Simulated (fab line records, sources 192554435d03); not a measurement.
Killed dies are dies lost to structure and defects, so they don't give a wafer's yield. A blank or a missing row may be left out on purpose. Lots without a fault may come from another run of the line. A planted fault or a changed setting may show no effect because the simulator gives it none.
One fault seen from 2 desks | flow n5_finfet | each desk has only its own numbers; what lay behind them comes last

THE METROLOGY DESK
What the gauges read, lot by lot, whatever tool the lot ran on: means of the sampled wafers that have a number. A lot is out of limits, marked OUT, if its mean lies more than 4 standard deviations from the usual mean; the brackets give that distance. Of its 11 readings 7 are shown: those that lie furthest out on some lot.
Columns: A = DIBL_N at N5_BEOL_M4_RC_MEAS_101, usual 36.5 mV/V; B = DIBL_P at N5_BEOL_M4_RC_MEAS_101, usual 36.9 mV/V; C = IOFF_N at N5_BEOL_M4_RC_MEAS_101, usual 0.163 nA/um; D = IOFF_P at N5_BEOL_M4_RC_MEAS_101, usual 0.22 nA/um; E = ION_N at N5_BEOL_M4_RC_MEAS_101, usual 673 uA/um; F = SS_N at N5_BEOL_M4_RC_MEAS_101, usual 71.6 mV/dec; G = SS_P at N5_BEOL_M4_RC_MEAS_101, usual 73.4 mV/dec
lot  | first seen here | A    | B    | C     | D    | E   | F    | G
L896 | day 7 16:27     | 36.1 | 37.3 | 0.163 | 0.23 | 667 | 71.7 | 73.9
L900 | day 9 01:46     | 38.0 | 39.1 | 0.177 | 0.23 | 680 | 71.8 | 73.8
L903 | day 9 13:50     | 36.1 | 37.5 | 0.179 | 0.26 | 676 | 72.2 | 73.9
L907 | day 10 19:24    | 36.5 | 36.7 | 0.163 | 0.23 | 672 | 71.3 | 73.3
L910 | day 11 02:17    | 37.2 | 38.0 | 0.187 | 0.24 | 688 | 71.5 | 74.1
L912 | day 12 03:01    | 37.1 | 39.1 | 0.185 | 0.23 | 686 | 72.0 | 73.6
L915 | day 12 08:41    | 35.8 | 37.2 | 0.154 | 0.19 | 669 | 71.2 | 73.9
L918 | day 13 01:52    | 37.8 | 36.2 | 0.193 | 0.26 | 674 | 72.1 | 74.2
L916 | day 13 12:26    | 33.2 | 33.4 | 0.122 | 0.17 | 668 | 70.2 | 72.3
This desk's finding: nothing out of limits on any of the 9 lots.

THE TOOL OWNER'S DESK: rie_diel-05
The tool's own readings at N5_BEOL_M4_ETCH_63 (etches SiARC in CF4, target depth 15.6 nm, time 26 s): means of the sampled wafers that have a number, for each lot that ran on this tool. A lot is out of limits, marked OUT, if its mean lies more than 4 standard deviations from the usual mean; the brackets give that distance.
Columns: A = drypump_motor_current_A at N5_BEOL_M4_ETCH_63, usual 6.0 A; B = etch_rf_on_time_s at N5_BEOL_M4_ETCH_63, usual 26.0 s; C = oes_product_au at N5_BEOL_M4_ETCH_63, usual 0.69 a.u.; D = rf_vpp_V at N5_BEOL_M4_ETCH_63, usual 184.2 V; E = showerhead_plenum_p_Torr at N5_BEOL_M4_ETCH_63, usual 2.14 Torr; F = throttle_valve_pct at N5_BEOL_M4_ETCH_63, usual 15.66 %
lot  | first seen here | A   | B              | C               | D     | E    | F
L896 | day 7 16:41     | 6.3 | 26.1           | 0.66            | 183.5 | 2.09 | 15.58
L900 | day 9 01:58     | 6.2 | 17.1 (-23) OUT | 0.81            | 184.6 | 2.17 | 15.83
L903 | day 9 14:37     | 6.2 | 17.2 (-23) OUT | 0.99 (+4.2) OUT | 184.0 | 2.09 | 15.46
L916 | day 13 12:38    | 6.1 | 26.5           | 0.69            | 183.7 | 2.08 | 15.44
This desk's finding: out of limits on L900, L903; first on L900, day 9 01:58 (etch_rf_on_time_s at N5_BEOL_M4_ETCH_63). In limits: L896, L916.

PUT TOGETHER
The tool owner's desk could have raised an alarm at day 9 01:58, on L900, L903.
The metrology desk saw nothing out of limits.
The metrology desk has L900, L903 on record, within its limits.
Of the lots named, all ran N5_BEOL_M4_ETCH_63 on rie_diel-05.

WHAT THE SIMULATOR HAD PUT IN
Process parameter drift: rie_diel-05, from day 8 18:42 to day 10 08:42, at N5_BEOL_M4_ETCH_63. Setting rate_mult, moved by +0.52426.
Lots struck among those shown: L900, L903.
Hours from the fault's start to each desk's first reading out of limits: the tool owner's desk, 7.
